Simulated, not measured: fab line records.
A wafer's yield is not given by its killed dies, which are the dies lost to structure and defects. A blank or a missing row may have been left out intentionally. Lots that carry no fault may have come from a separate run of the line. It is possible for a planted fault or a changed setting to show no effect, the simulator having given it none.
A struck lot beside a sound one | flow n5-finfet | 37 steps out of a route of 1938
Sound: the wafers L282.2, L282.5, L282.6. The struck wafers were L269.2, L269.3, L269.5. Last of all comes the cause.
At each step with rows: each side's tool, then ch and its chambers, then its first start. Under that, the readings that differ: sound wafers | struck wafers | difference of the means | sigmas: that difference in standard deviations of wafers without a fault.
alike: words and numbers the same on both sides, and readings whose means are apart by under 2 such deviations; not compared: readings that were withheld, readings missing a value for some wafer, numbers with overlapping values and no deviation given by the record, and bounds like >300 which may hide the same value.
The two part at a step that has a row with sigmas, a row that says differs or no value, or rows on one side only. Numbers that have no deviation but don't overlap get no sigmas and don't part them. A reading that every wafer of one side lacks parts them only if that side has two wafers or more.

first, 9 steps without rows for these wafers: N5_WELL_APT_HMDS_01 (time 60 s); N5_WELL_APT_COAT_02 (resist thk 950 nm); N5_WELL_APT_EBR_04; N5_WELL_APT_SOFTBAKE_03 (time 60 s); N5_WELL_APT_EXPOSE_05 (exposes mask NWELL, defocus 0 nm, target cd 200 nm); N5_WELL_APT_PEB_06 (peb time 90 s); N5_WELL_APT_DEVELOP_07 (develop time 45 s); N5_WELL_APT_HARDBAKE_12 (time 120 s); N5_WELL_APT_DESCUM_13 (chemistry O2, time 7.9 s).
N5_WELL_APT_IMPLANT_14:
  sound on implanter-01 ch 0, day 5 14:03; struck on implanter-01 ch 0, day 2 07:58
  reading            | sound                            | struck                           | difference  | sigmas
  dose-ions-cm2      | 1.5007e+13 1.4993e+13 1.5011e+13 | 2.2619e+13 2.2617e+13 2.2651e+13 | +7.6253e+12 | +99 or more
  faraday-current-uA | 191 193 193                      | 289 291 292                      | +98         | +28
  alike: end-station-pressure-torr
then, 25 steps without rows for these wafers: N5_WELL_APT_IMPLANT_15; N5_WELL_APT_STRIP_16 (strips in SPM, time 900 s); N5_WELL_APT_HMDS_18 (time 60 s); N5_WELL_APT_COAT_19 (resist thk 950 nm); N5_WELL_APT_EBR_21; N5_WELL_APT_SOFTBAKE_20 (time 60 s); N5_WELL_APT_EXPOSE_22 (exposes mask PWELL, defocus 0 nm, target cd 200 nm); N5_WELL_APT_PEB_23 (peb time 90 s); N5_WELL_APT_DEVELOP_24 (develop time 45 s); N5_WELL_APT_HARDBAKE_29 (time 120 s); N5_WELL_APT_DESCUM_30 (chemistry O2, time 7.9 s); N5_WELL_APT_IMPLANT_31; N5_WELL_APT_IMPLANT_32; N5_WELL_APT_STRIP_33 (strips in SPM, time 900 s); N5_WELL_APT_RTA_34 (time 10 s); N5_WELL_APT_OXIDE_STRIP_42 (strips SiO2 in dHF, time 45 s, target depth 12 nm); N5_WELL_APT_PRECLEAN_36 (cleans in O3/DIW, time 45 s); N5_WELL_APT_PRECLEAN_39 (cleans in dHF, time 60 s); N5_WELL_APT_SRD_37 (time 30 s); N5_WELL_APT_EPI_41 (deposits Si from SiH4/H2, target thk 50 nm, time 297.7 s); N5_PMOS_HMC_CHANNEL_EPI_HM_DEP_34 (deposits SiO2 from TEOS/O2, target thk 36 nm, time 6.9 s); N5_PMOS_HMC_CHANNEL_EPI_COAT_31 (time 60 s, resist thk 66 nm); N5_PMOS_HMC_CHANNEL_EPI_COAT_03 (resist thk 205 nm); N5_PMOS_HMC_CHANNEL_EPI_EBR_05; N5_PMOS_HMC_CHANNEL_EPI_SOFTBAKE_04 (time 60 s).
-- here the record skips 7 days between the struck wafers' starts before and after, leaving off in module PMOS_HMC_CHANNEL_EPI and picking up in module BEOL_M4 (first step shown: number 1111 of the route) --
N5_BEOL_M4_RC_MEAS_101:
  sound on prober-02 ch 0, day 13 01:40; struck on prober-01 ch 0, day 9 07:38
  reading           | sound          | struck      | difference | sigmas
  RS_NWELL (ohm/sq) | 1045 1044 1034 | 826 821 825 | -217       | -33
  alike: DIBL_N, DIBL_P, IOFF_N, IOFF_P, ION_N, ION_P, SS_N, SS_P, VT_N, VT_P
-- a jump in the record: the struck wafers' starts before and after are 5 days apart (it breaks off in module BEOL_M4 and resumes in module PASSIVATION, where the first step shown is number 1936 of the route) --
N5_PASSIVATION_PROBE_49:
  sound: prober-02 at day 17 08:54; struck: prober-01 at day 13 21:51
  reading                | sound   | struck   | difference | sigmas
  killed-at-other        | 2 11 11 | 2 2 2    | -6         | -2
  sort_bin_4_leakage (%) | 0 0 0   | 0 0.17 0 | +0         | +2
  alike: defect-limited-yield, killed_at_M0_to_M3, killed_at_M4_up, killed-at-contacts, killed-at-front-end, killed-dies, killed-open, killed-short, sort_bin_5_function, sort_bin_6_memory, sort-n-pass, sort-yield-pct

WHERE THEY PART
At N5_WELL_APT_IMPLANT_14 first; at N5_PASSIVATION_PROBE_49 last (within this record only).

WHY: whatever the simulator had introduced
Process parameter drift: implanter-01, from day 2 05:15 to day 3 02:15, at N5_WELL_APT_IMPLANT_14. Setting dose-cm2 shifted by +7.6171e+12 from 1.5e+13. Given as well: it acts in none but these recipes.
